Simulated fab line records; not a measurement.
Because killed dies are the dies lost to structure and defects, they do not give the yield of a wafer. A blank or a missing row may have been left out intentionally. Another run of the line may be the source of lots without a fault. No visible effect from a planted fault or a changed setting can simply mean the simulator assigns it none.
Lot-split experiment ; flow n5 finfet ; on a route of 1938 steps: 7 lots, 21 wafers read

## SPLIT DETAILS
At N5_BEOL_M11_EXPOSE_08 (exposes mask M11), the setting dose mj was moved away from the recipe's 53.75 on 7 of the 21 wafers read, by -4.6% to +7.2%. All remaining wafers had this setting at the recipe value.

## FROM THE SPLIT TO THE READING: what the file shows between them, 14 steps
- N5_BEOL_M11_PEB_09: peb time 60 s
- N5_BEOL_M11_DEVELOP_10: develop time 30 s
- N5_BEOL_M11_DESCUM_16: chemistry O2, time 7.9 s
- N5_BEOL_M11_ETCH_61: etches SiARC in CF4, target depth 39 nm, time 65 s
- N5_BEOL_M11_ETCH_62: etches SOC in N2/H2, target depth 110 nm, overetch 22 nm, time 165 s
- N5_BEOL_M11_STRIP_68: strips in N2/H2
- N5_BEOL_M11_STRIP_67: strips in CF4
- N5_BEOL_M11_HM_OPEN_17: chemistry Cl2/BCl3, target TiN, target depth 20 nm, overetch 6 nm
- N5_BEOL_M11_STRIP_19: strips in O2
- N5_BEOL_M11_CD_MEAS_18: pitch 140 nm, target cd 70 nm
- N5_BEOL_M11_COAT_63: time 60 s, resist thk 100 nm
- N5_BEOL_M11_COAT_64: time 60 s, resist thk 30 nm
- N5_BEOL_M11_PRECLEAN_42: cleans in residue remover, time 60 s
- N5_BEOL_M11_SRD_43: time 30 s

## THE READING
cd nm (nm) at N5_BEOL_M11_CD_MEAS_35, where the cd target is 70 nm. On this fab line, fault-free wafers typically give 69.8 nm with a standard deviation of 0.56 nm.

wafer;tool, chamber at the split;dose mj as run;against the recipe;cd nm, nm;against lot-mates on the recipe
L076.3;arfi scanner-02, 0;53.75;recipe;70.1;-
L076.5;arfi scanner-02, 0;53.75;recipe;70.6;-
L076.6;arfi scanner-02, 0;53.75;recipe;71.4;-
L080.2;arfi scanner-02, 0;53.75;recipe;71.0;-
L080.5;arfi scanner-02, 0;57.63;+7.2%;74.2;+3.2
L080.6;arfi scanner-02, 0;57.63;+7.2%;74.6;+3.6
L082.3;arfi scanner-01, 0;53.75;recipe;69.1;-
L082.5;arfi scanner-01, 0;51.95;-3.3%;67.5;-1.6
L082.6;arfi scanner-01, 0;51.95;-3.3%;68.4;-0.7
L084.1;arfi scanner-02, 0;53.75;recipe;69.7;-
L084.2;arfi scanner-02, 0;53.75;recipe;69.6;-
L084.6;arfi scanner-02, 0;53.75;recipe;69.0;-
L094.1;arfi scanner-02, 0;53.75;recipe;69.5;-
L094.4;arfi scanner-02, 0;53.75;recipe;70.0;-
L094.5;arfi scanner-02, 0;53.75;recipe;70.1;-
L089.1;arfi scanner-01, 0;53.75;recipe;69.6;-
L089.4;arfi scanner-01, 0;53.75;recipe;69.2;-
L089.6;arfi scanner-01, 0;53.75;recipe;70.0;-
L091.3;arfi scanner-01, 0;51.26;-4.6%;67.4;no lot-mate on the recipe
L091.4;arfi scanner-01, 0;51.26;-4.6%;66.9;no lot-mate on the recipe
L091.5;arfi scanner-01, 0;51.26;-4.6%;68.0;no lot-mate on the recipe

FIT RESULTS
A straight line over all 21 wafers: cd nm changes by +0.59 nm for each +1% of dose mj; r = +0.95; the points scatter about the line by 0.64 nm.
The same after taking each lot's own level away (the mean of its wafers on the recipe; 18 wafers): +0.445 nm for each +1%; r = +0.95; scatter 0.39 nm.
On that fit, the largest move of dose mj shifts the reading by 3.2 nm.
The lots' own levels span 69.10 to 71.00 nm, that is 3.4 times the standard deviation above.
So the lot-to-lot level changes the slope: the two fits differ.
Check: with one of the wafers moved furthest among these (+7.2%) left out of the fit, the line predicts +3.32 nm for it against its lot-mates. It came out at +3.2 nm against them.

## OTHER SPLITS ON THESE WAFERS
These wafers also went through other splits before the reading. Each is held against what the fit with the lots' levels taken away leaves over:
other split on the same wafers;wafers away from the commonest value;r with cd nm (lot level and that fit taken away)
N5_BEOL_M10_COAT_22 spin rpm;7;+0.33
N5_BEOL_M11_COAT_59 spin rpm;8;+0.38

## THE WHOLE CHAIN: every reading that the file lists as answering this split, in the file's order
step;what it does;reading;change (the file's fit);r (the file's)
N5_BEOL_M11_ETCH_61;etches SiARC in CF4, target depth 39 nm, time 65 s;BEOL_M11.cd offset nm (the simulator's own value, which no gauge read);+0.513 nm for each +1% of the setting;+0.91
N5_BEOL_M11_ETCH_62;etches SOC in N2/H2, target depth 110 nm, overetch 22 nm, time 165 s;BEOL_M11.cd offset nm (the simulator's own value, which no gauge read);+0.491 nm for each +1% of the setting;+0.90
N5_BEOL_M11_CD_MEAS_18;pitch 140 nm, target cd 70 nm;cd nm;+0.502 nm for each +1% of the setting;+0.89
N5_BEOL_M11_CD_MEAS_35;target cd 70 nm;cd nm;+0.446 nm for each +1% of the setting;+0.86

## FILE'S OWN FIT
cd nm changes by +0.446 nm for each +1% of dose mj, r = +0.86.
